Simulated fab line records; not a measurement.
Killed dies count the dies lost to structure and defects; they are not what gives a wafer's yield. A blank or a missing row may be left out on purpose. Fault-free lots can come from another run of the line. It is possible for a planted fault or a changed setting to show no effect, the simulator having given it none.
Split-lot experiment	flow n5 finfet	route with 1938 steps; 7 lots, 21 wafers read

== SPLIT DETAILS ==
At N5_BEOL_M2_EXPOSE_08 (exposes mask M2), the setting dose mj was moved away from the recipe's 41.25 on 3 of the 21 wafers read, by -6.0% to +7.4%. This setting was run at the recipe's value on the other wafers.

== FROM THE SPLIT TO THE READING: what the file shows between them, 11 steps ==
- N5_BEOL_M2_PEB_09: peb time 60 s
- N5_BEOL_M2_DEVELOP_10: develop time 30 s
- N5_BEOL_M2_DESCUM_16: chemistry O2, time 7 s
- N5_BEOL_M2_ETCH_74: etches underlayer in N2/H2, target depth 6.5 nm, time 5.2 s
- N5_BEOL_M2_ETCH_63: etches SiARC in CF4, target depth 15.6 nm, time 26 s
- N5_BEOL_M2_ETCH_64: etches SOC in N2/H2, target depth 75 nm, overetch 22.5 nm, time 121.9 s
- N5_BEOL_M2_STRIP_65: strips in N2/H2
- N5_BEOL_M2_STRIP_75: strips in N2/H2
- N5_BEOL_M2_STRIP_66: strips in CF4
- N5_BEOL_M2_HM_OPEN_17: chemistry Cl2/BCl3, target TiN, target depth 20 nm, overetch 6 nm
- N5_BEOL_M2_STRIP_19: strips in O2

== THE READING ==
cd nm, in nm, at N5_BEOL_M2_CD_MEAS_18 (pitch 36 nm, target cd 18 nm). On this fab line, fault-free wafers typically give 18.1 nm with a standard deviation of 0.44 nm.

wafer	tool, chamber at the split	dose mj as run	against the recipe	cd nm, nm	against lot-mates on the recipe
L074.4	euv scanner-02, 0	41.25	recipe	18.3	-
L074.5	euv scanner-02, 0	41.25	recipe	17.8	-
L074.6	euv scanner-02, 0	41.25	recipe	18.1	-
L078.3	euv scanner-02, 0	41.25	recipe	18.4	-
L078.4	euv scanner-02, 0	41.25	recipe	18.3	-
L078.6	euv scanner-02, 0	41.25	recipe	17.7	-
L083.3	euv scanner-02, 0	41.25	recipe	18.7	-
L083.4	euv scanner-02, 0	41.25	recipe	18.2	-
L083.5	euv scanner-02, 0	41.25	recipe	18.7	-
L085.2	euv scanner-01, 0	41.25	recipe	18.4	-
L085.3	euv scanner-01, 0	38.77	-6.0%	16.5	-1.9
L085.6	euv scanner-01, 0	38.77	-6.0%	17.0	-1.4
L088.1	euv scanner-02, 0	41.25	recipe	17.8	-
L088.2	euv scanner-02, 0	41.25	recipe	18.9	-
L088.5	euv scanner-02, 0	41.25	recipe	18.0	-
L091.1	euv scanner-02, 0	41.25	recipe	17.5	-
L091.3	euv scanner-02, 0	41.25	recipe	17.6	-
L091.4	euv scanner-02, 0	44.3	+7.4%	19.4	+1.8
L092.4	euv scanner-01, 0	41.25	recipe	18.1	-
L092.5	euv scanner-01, 0	41.25	recipe	18.1	-
L092.6	euv scanner-01, 0	41.25	recipe	17.9	-

THE FIT
A straight line over all 21 wafers: cd nm changes by +0.204 nm for each +1% of dose mj; r = +0.81; the points scatter about the line by 0.39 nm.
The same after taking each lot's own level away (the mean of its wafers on the recipe; 21 wafers): +0.264 nm for each +1%; r = +0.93; scatter 0.28 nm.
That fit puts the effect of the largest move of dose mj on the reading at 1.9 nm.
The lots' own levels span 17.55 to 18.53 nm, that is 2.2 times the standard deviation above.
Thus the slope moves with the lot-to-lot level: the two fits are different.
Check: +2.03 nm against its lot-mates is what the line predicts for one of the wafers moved furthest among these (+7.4%) when that wafer is left out of the fit. Against them it came out at +1.85 nm.

== OTHER SPLITS ON THESE WAFERS ==
These wafers also went through other splits before the reading. Each is held against what the fit with the lots' levels taken away leaves over:
other split on the same wafers	wafers away from the commonest value	r with cd nm (lot level and that fit taken away)
N5_GATE_CUT_HM_DEP_46 time s	10	+0.12
N5_MOL_CONTACT_COAG_CONTACT_ETCH_14 source w	7	-0.11
N5_MOL_CONTACT_COAG_COAT_64 spin rpm	8	+0.12
N5_BEOL_M0_SAQP_COAT_08 spin rpm	9	-0.04
N5_BEOL_M0_ETCH_138 bias w	5	+0.33
N5_BEOL_M2_COAT_73 spin rpm	9	+0.14

== THE WHOLE CHAIN: every reading that the file lists as answering this split, in the file's order ==
step	what it does	reading	change (the file's fit)	r (the file's)
N5_BEOL_M2_ETCH_74	etches underlayer in N2/H2, target depth 6.5 nm, time 5.2 s	BEOL_M2.cd offset nm (the simulator's own value, which no gauge read)	+0.187 nm for each +1% of the setting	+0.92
N5_BEOL_M2_ETCH_64	etches SOC in N2/H2, target depth 75 nm, overetch 22.5 nm, time 121.9 s	BEOL_M2.cd offset nm (the simulator's own value, which no gauge read)	+0.241 nm for each +1% of the setting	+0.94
N5_BEOL_M2_HM_OPEN_17	chemistry Cl2/BCl3, target TiN, target depth 20 nm, overetch 6 nm	BEOL_M2.cd offset nm (the simulator's own value, which no gauge read)	+0.23 nm for each +1% of the setting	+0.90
N5_BEOL_M2_CD_MEAS_18	pitch 36 nm, target cd 18 nm	cd nm	+0.263 nm for each +1% of the setting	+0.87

== FILE'S OWN FIT ==
cd nm changes by +0.263 nm for each +1% of dose mj, r = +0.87.
